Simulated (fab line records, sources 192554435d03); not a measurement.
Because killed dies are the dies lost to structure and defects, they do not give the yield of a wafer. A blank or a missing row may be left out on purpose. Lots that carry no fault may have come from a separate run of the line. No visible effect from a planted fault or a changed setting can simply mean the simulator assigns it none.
Split-lot study	flow n5-finfet	7 lots, 21 wafers read, on a route of 1938 steps

== THE SPLIT ITSELF ==
At N5_BEOL_M0_ETCH_128 (etches SiCN in CF4/N2, target depth 12 nm, overetch 5.1 nm, time 21.4 s), the setting source-w was moved away from the recipe's 430 W on 9 of the 21 wafers read, by -9.9% to +15.1%. The other wafers ran this setting at the recipe's value.

The split's own step is where the reading is taken.

== THE READING ==
rf-vpp-V, in V, at N5_BEOL_M0_ETCH_128 (etches SiCN in CF4/N2, target depth 12 nm, overetch 5.1 nm, time 21.4 s). Typical for fault-free wafers on this fab line: 382.5 V, with standard deviation 2 V.

wafer	tool, chamber at the split	source-w as run, W	against the recipe	rf-vpp-V, V	against lot-mates on the recipe
L078.1	rie-diel-02, 2	492.4	+14.5%	367.2	no lot-mate on the recipe
L078.3	rie-diel-02, 3	492.4	+14.5%	365.5	no lot-mate on the recipe
L078.4	rie-diel-02, 1	492.4	+14.5%	364.2	no lot-mate on the recipe
L079.2	rie-diel-04, 3	430	recipe	384.2	-
L079.5	rie-diel-04, 2	453.4	+5.4%	375.0	-9.2
L079.6	rie-diel-04, 1	453.4	+5.4%	376.7	-7.5
L081.3	rie-diel-02, 3	387.5	-9.9%	396.2	+11.8
L081.5	rie-diel-02, 3	430	recipe	383.2	-
L081.6	rie-diel-02, 2	430	recipe	385.6	-
L083.3	rie-diel-04, 0	430	recipe	382.3	-
L083.4	rie-diel-04, 0	430	recipe	380.7	-
L083.5	rie-diel-04, 2	478.4	+11.3%	367.5	-14.0
L085.3	rie-diel-02, 3	494.8	+15.1%	365.6	-17.2
L085.4	rie-diel-02, 1	430	recipe	382.9	-
L085.5	rie-diel-02, 1	430	recipe	382.7	-
L090.1	rie-diel-05, 2	430	recipe	383.8	-
L090.3	rie-diel-05, 1	430	recipe	378.6	-
L090.4	rie-diel-05, 0	430	recipe	381.2	-
L095.4	rie-diel-02, 2	487.6	+13.4%	369.9	-15.5
L095.5	rie-diel-02, 2	430	recipe	385.2	-
L095.6	rie-diel-02, 1	430	recipe	385.5	-

THE FIT
A straight line over all 21 wafers: rf-vpp-V changes by -1.2 V for each +1% of source-w; r = -0.98; the points scatter about the line by 1.9 V.
The same after taking each lot's own level away (the mean of its wafers on the recipe; 18 wafers): -1.19 V for each +1%; r = -0.98; scatter 1.3 V.
That fit puts the effect of the largest move of source-w on the reading at 18 V.
The span of the lots' own levels, 381.20 to 385.35 V, comes to 2.1 times the standard deviation stated above.
The two slopes agree, so the slope changes little with the lot-to-lot level.
Check: for one of the wafers moved furthest among these (+15.1%), held out of the fit, the line's prediction against its lot-mates is -18.6 V. Against them it came out at -17.2 V.
Tool readings at the split's step, against how far the setting was moved: rf-vpp-V r = -0.98.

== ADDITIONAL SPLITS CARRIED BY THESE WAFERS ==
Note: prior to the reading, these wafers also went through further splits. Each is held against what the fit with the lots' levels taken away leaves over:
other split on the same wafers	wafers away from the commonest value	r with rf-vpp-V (lot level and that fit taken away)
N5_MOL_CONTACT_COAG_EXPOSE_05 dose-mj	11	-0.13
N5_MOL_CONTACT_COAG_VIA_ETCH_117 bias-w	10	-0.14
N5_BEOL_M0_SAQP_SPACER1_ALD_98 ald-cycles	3	-0.04

== THE FILE'S OWN FIT ==
rf-vpp-V changes by -1.19 V for each +1% of source-w, r = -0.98.
